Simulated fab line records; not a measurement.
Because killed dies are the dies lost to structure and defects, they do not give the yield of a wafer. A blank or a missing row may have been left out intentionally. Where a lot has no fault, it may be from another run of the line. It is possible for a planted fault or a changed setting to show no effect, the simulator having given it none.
Split-lot trial + flow n5Finfet + 21 wafers read across 7 lots, on a route 1938 steps long

## SPLIT DETAILS
At N5_BEOL_M1_EXPOSE_08 (exposes mask M1), the setting doseMj was moved away from the recipe's 33 on 9 of the 21 wafers read, by -4.7% to +5.4%. All remaining wafers had this setting at the recipe value.

## FROM THE SPLIT TO THE READING: what the file shows between them, 5 steps
- N5_BEOL_M1_PEB_09: peb time 60 s
- N5_BEOL_M1_DEVELOP_10: develop time 30 s
- N5_BEOL_M1_DESCUM_16: chemistry O2, time 7 s
- N5_BEOL_M1_ETCH_74: etches underlayer in N2/H2, target depth 6.5 nm, time 5.2 s
- N5_BEOL_M1_ETCH_63: etches SiARC in CF4, target depth 15.6 nm, time 26 s

## THE READING
BEOL_M1.cdOffsetNm (the simulator's own value, which no gauge read), in nm, at N5_BEOL_M1_ETCH_64 (etches SOC in N2/H2, target depth 75 nm, overetch 15 nm, time 112.5 s). There is no usual value for it anywhere in the file. The 12 wafers here that ran the recipe average -0.0 nm, standard deviation 0.25 nm.

| wafer  | tool, chamber at the split | doseMj as run | against the recipe | BEOL_M1.cdOffsetNm, nm | against lot-mates on the recipe |
|--------|----------------------------|---------------|--------------------|------------------------|---------------------------------|
| L076.1 | euvScanner-01, 0           | 33            | recipe             | 0.2                    | -                               |
| L076.2 | euvScanner-01, 0           | 33            | recipe             | -0.2                   | -                               |
| L076.4 | euvScanner-01, 0           | 33            | recipe             | 0                      | -                               |
| L082.1 | euvScanner-02, 0           | 32.14         | -2.6%              | -0.8                   | -0.8                            |
| L082.2 | euvScanner-02, 0           | 32.14         | -2.6%              | -1                     | -1.0                            |
| L082.6 | euvScanner-02, 0           | 33            | recipe             | 0                      | -                               |
| L089.2 | euvScanner-02, 0           | 34.77         | +5.4%              | 0.8                    | +1.2                            |
| L089.3 | euvScanner-02, 0           | 33            | recipe             | -0.4                   | -                               |
| L089.6 | euvScanner-02, 0           | 34.77         | +5.4%              | 1                      | +1.4                            |
| L093.4 | euvScanner-02, 0           | 33            | recipe             | -0.2                   | -                               |
| L093.5 | euvScanner-02, 0           | 33            | recipe             | 0.2                    | -                               |
| L093.6 | euvScanner-02, 0           | 33            | recipe             | 0                      | -                               |
| L094.1 | euvScanner-01, 0           | 31.45         | -4.7%              | -0.8                   | -0.8                            |
| L094.5 | euvScanner-01, 0           | 33            | recipe             | 0                      | -                               |
| L094.6 | euvScanner-01, 0           | 31.45         | -4.7%              | -0.6                   | -0.6                            |
| L092.1 | euvScanner-02, 0           | 33            | recipe             | 0.6                    | -                               |
| L092.4 | euvScanner-02, 0           | 34.08         | +3.3%              | 1                      | +0.4                            |
| L092.5 | euvScanner-02, 0           | 34.08         | +3.3%              | 0.8                    | +0.2                            |
| L096.1 | euvScanner-02, 0           | 33            | recipe             | -0.2                   | -                               |
| L096.6 | euvScanner-02, 0           | 33            | recipe             | -0.2                   | -                               |
| L096.2 | euvScanner-02, 0           | 32.1          | -2.7%              | -0.4                   | -0.2                            |

FIT RESULTS
A straight line over all 21 wafers: BEOL_M1.cdOffsetNm changes by +0.194 nm for each +1% of doseMj; r = +0.89; the points scatter about the line by 0.27 nm.
The same after taking each lot's own level away (the mean of its wafers on the recipe; 21 wafers): +0.192 nm for each +1%; r = +0.91; scatter 0.24 nm.
The reading moves by 1 nm for the largest change in doseMj, on that fit.
Across the lots, their own levels run from -0.40 to 0.60 nm, a range of 4.0 times the standard deviation given above.
The two slopes are in agreement: the lot-to-lot level therefore moves the slope only a little.
Check: +0.965 nm against its lot-mates is what the line predicts for one of the wafers moved furthest among these (+5.4%) when that wafer is left out of the fit. It came out at +1.2 nm against them.

## ADDITIONAL SPLITS CARRIED BY THESE WAFERS
These wafers also went through other splits before the reading. Each is held against what the fit with the lots' levels taken away leaves over:
| other split on the same wafers | wafers away from the commonest value | r with BEOL_M1.cdOffsetNm (lot level and that fit taken away) |
|--------------------------------|--------------------------------------|---------------------------------------------------------------|
| N5_BEOL_M1_PECVD_72 timeS      | 10                                   | +0.35                                                         |

## THE WHOLE CHAIN: every reading that the file lists as answering this split, in the file's order
| step               | what it does                                                          | reading                                                             | change (the file's fit)               | r (the file's) |
|--------------------|-----------------------------------------------------------------------|---------------------------------------------------------------------|---------------------------------------|----------------|
| N5_BEOL_M1_ETCH_74 | etches underlayer in N2/H2, target depth 6.5 nm, time 5.2 s           | BEOL_M1.cdOffsetNm (the simulator's own value, which no gauge read) | +0.204 nm for each +1% of the setting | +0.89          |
| N5_BEOL_M1_ETCH_63 | etches SiARC in CF4, target depth 15.6 nm, time 26 s                  | BEOL_M1.cdOffsetNm (the simulator's own value, which no gauge read) | +0.215 nm for each +1% of the setting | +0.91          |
| N5_BEOL_M1_ETCH_64 | etches SOC in N2/H2, target depth 75 nm, overetch 15 nm, time 112.5 s | BEOL_M1.cdOffsetNm (the simulator's own value, which no gauge read) | +0.187 nm for each +1% of the setting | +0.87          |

## FILE'S OWN FIT
BEOL_M1.cdOffsetNm changes by +0.187 nm for each +1% of doseMj, r = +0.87.
